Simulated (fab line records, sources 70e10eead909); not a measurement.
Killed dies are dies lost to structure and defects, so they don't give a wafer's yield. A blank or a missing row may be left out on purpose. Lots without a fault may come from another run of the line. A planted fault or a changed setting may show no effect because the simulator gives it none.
A struck lot beside a sound one | flow nand_harc | 44 steps out of a route of 1302
Sound: wafers L572.1, L572.3, L572.6. Struck: wafer L583.4. (L583.1, L583.6 of the same lot were not struck and are left out.) The cause comes at the end.
At each step with rows: each side's tool, then ch and its chambers, then its first start. Under that, the readings that differ: sound wafers | struck wafers | difference of the means | sigmas: that difference in standard deviations of wafers without a fault.
alike: readings whose means differ by less than 2 such deviations, and words and numbers that are the same on both sides. not compared: withheld readings, readings that some wafer has no value for, bounds like >300 that may hide the same value, and numbers for which the record gives no deviation and whose values overlap.
The two part at a step that has a row with sigmas, a row that says differs or no value, or rows on one side only. Numbers that don't overlap but have no deviation are shown without sigmas and don't part them. A reading that every wafer of one side lacks parts them only if that side has two wafers or more.

NHARC_P_STI_ETCH_42: etches the open film in N2/H2, target depth 80 nm, overetch 24 nm, time 61 s.
  sound on rie_diel-06 ch 0,2, day 2 20:43; struck on rie_diel-10 ch 1, day 7 11:42
  reading                         | sound             | struck | difference | sigmas
  oes_product_au (a.u.)           | 1.018 1.011 1.017 | 0.986  | -0.029     | -3
  rf_vpp_V (V)                    | 432.9 433.8 433.2 | 425.4  | -7.9       | -4
  showerhead_plenum_p_Torr (Torr) | 2.11 2.12 2.11    | 1.90   | -0.21      | -3
  alike: drypump_motor_current_A, h2_flow_sccm, throttle_valve_pct
  not compared: rf_hours_counter_h
NHARC_P_STI_ETCH_31: etches the open film in CF4/CHF3, target depth 108.9 nm, time 54.5 s.
  sound on rie_diel-06 ch 1,3; struck on rie_diel-10 ch 3
  alike: drypump_motor_current_A, oes_product_au, rf_vpp_V, showerhead_plenum_p_Torr, throttle_valve_pct
  not compared: rf_hours_counter_h
NHARC_P_STI_ETCH_15: etches the open film in HBr/Cl2, target depth 300 nm, time 100.1 s.
  sound on rie_si-05 ch 1,3, day 2 20:55; struck on rie_si-03 ch 3, day 7 11:55
  alike: drypump_motor_current_A, hbr_flow_sccm, oes_product_au, throttle_valve_pct
  not compared: rf_hours_counter_h
NHARC_P_STI_CD_MEAS_16:
  sound on cd_sem-03, day 2 21:04; struck on cd_sem-03, day 7 12:03
  alike: cd_nm
NHARC_P_STI_OCD_MEAS_17:
  sound on ocd-01, day 2 21:10; struck on ocd-01, day 7 12:08
  alike: trench_depth_nm, trench_foot_cd_nm
then, 3 steps without rows for these wafers: NHARC_P_STI_STRIP_19 (strips in SPM, time 900 s); NHARC_P_STI_PRECLEAN_32 (cleans in SC1); NHARC_P_STI_SRD_23.
NHARC_P_STI_OCD_MEAS_43:
  sound on ocd-02, day 2 21:40; struck on ocd-02, day 7 12:39
  alike: trench_depth_nm, trench_foot_cd_nm
then, 3 steps without rows for these wafers: NHARC_P_STI_OXIDE_33 (material SiO2, target thk 10 nm, ox time 281 s); NHARC_P_STI_HDPCVD_20 (deposits SiO2); NHARC_P_STI_ANNEAL_34 (time 1800 s).
NHARC_P_STI_CMP_21: polishes, t overpolish 20 s, target thk 380.67 nm.
  sound on cmp-04 ch 0,1,3, day 3 14:52; struck on cmp-04 ch 0, day 8 06:56
  alike: edge_zone_pressure_frac, motor_current_A, overpolish_run_s
then, 7 steps without rows for these wafers: NHARC_P_STI_SRD_35; NHARC_P_STI_ETCH_36 (etches SiO2 in dHF, target depth 38.8 nm); NHARC_P_STI_STRIP_24 (strips Si3N4 in H3PO4); NHARC_P_STI_ETCH_37 (etches SiO2 in dHF, target depth 11 nm); NHARC_P_STI_PRECLEAN_38 (cleans in SC1); NHARC_P_STI_SRD_39; NHARC_P_STI_OXIDE_40 (material SiO2, target thk 10 nm, ox time 1362 s).
NHARC_P_STI_INSPECT_25:
  sound on defect_inspect-02, day 3 22:33; struck on defect_inspect-02, day 8 17:29
  reading          | sound       | struck | difference | sigmas
  raw_defect_count | 178 300 329 | 658    | +389       | +4
then, 12 steps without rows for these wafers: NHARC_P_GATE_ETCH_69 (etches SiO2 in dHF, target depth 14 nm); NHARC_P_GATE_PRECLEAN_70 (cleans in SC1); NHARC_P_GATE_SRD_01; NHARC_P_GATE_OXIDE_02 (material SiO2, target thk 37.5 nm, ox time 365 s); NHARC_P_GATE_DEHYDRATE_03 (time 120 s); NHARC_P_GATE_HMDS_04 (time 30 s); NHARC_P_GATE_COAT_05; NHARC_P_GATE_SOFTBAKE_06 (time 95 s); NHARC_P_GATE_EBR_07; NHARC_P_GATE_EXPOSE_08 (exposes mask P HV); NHARC_P_GATE_PEB_09 (peb time 85 s); NHARC_P_GATE_DEVELOP_10 (time 70 s).
NHARC_P_GATE_CD_MEAS_11: target cd 1640 nm.
  sound on cd_sem-03 ch 0, day 4 08:20; struck on cd_sem-03 ch 0, day 9 01:53
  alike: cd_nm
then, 1 step without rows for these wafers: NHARC_P_GATE_HARDBAKE_12 (time 80 s).
NHARC_P_GATE_DESCUM_13: chemistry O2, time 3 s.
  sound on rie_diel-01 ch 1,2,3, day 4 08:31; struck on rie_diel-01 ch 1, day 9 02:03
  alike: drypump_motor_current_A, oes_product_au, rf_vpp_V, showerhead_plenum_p_Torr, throttle_valve_pct
  not compared: rf_hours_counter_h
then, 5 steps without rows for these wafers: NHARC_P_GATE_ETCH_14 (etches SiO2 in dHF, target depth 48.8 nm); NHARC_P_GATE_STRIP_15 (strips in SPM, time 780 s); NHARC_P_GATE_PRECLEAN_71 (cleans in SC1); NHARC_P_GATE_SRD_72; NHARC_P_GATE_OXIDE_16 (material SiO2, target thk 3 nm, ox time 392 s).
NHARC_P_GATE_INSPECT_28:
  sound on defect_inspect-02, day 4 22:47; struck on defect_inspect-01, day 9 15:53
  reading          | sound | struck | difference | sigmas
  raw_defect_count | 6 9 2 | 431    | +425       | +99 or more
NHARC_P_GATE_INSPECT_68:
  sound on defect_inspect-02, day 5 16:58; struck on defect_inspect-01, day 10 10:15
  reading          | sound       | struck | difference | sigmas
  raw_defect_count | 191 328 292 | 587    | +317       | +3
-- the record jumps here: 19 days lie between the struck wafers' starts before and after (it left off in module P_GATE and takes up again in module END, whose first step shown is number 1302 of the route) --
NHARC_END_SORT_01:
  sound on prober-01 ch 0, day 24 13:43; struck on prober-01 ch 0, day 29 00:08
  reading             | sound    | struck | difference | sigmas
  killed_at_periphery | 1 2 1    | 298    | +297       | +99 or more
  killed_dies         | 74 61 72 | 339    | +270       | +17
  alike: killed_at_array, killed_at_other, killed_open, killed_short

WHERE THEY PART
First at NHARC_P_STI_ETCH_42; last, within this record, at NHARC_END_SORT_01.

WHY: what the simulator had put in
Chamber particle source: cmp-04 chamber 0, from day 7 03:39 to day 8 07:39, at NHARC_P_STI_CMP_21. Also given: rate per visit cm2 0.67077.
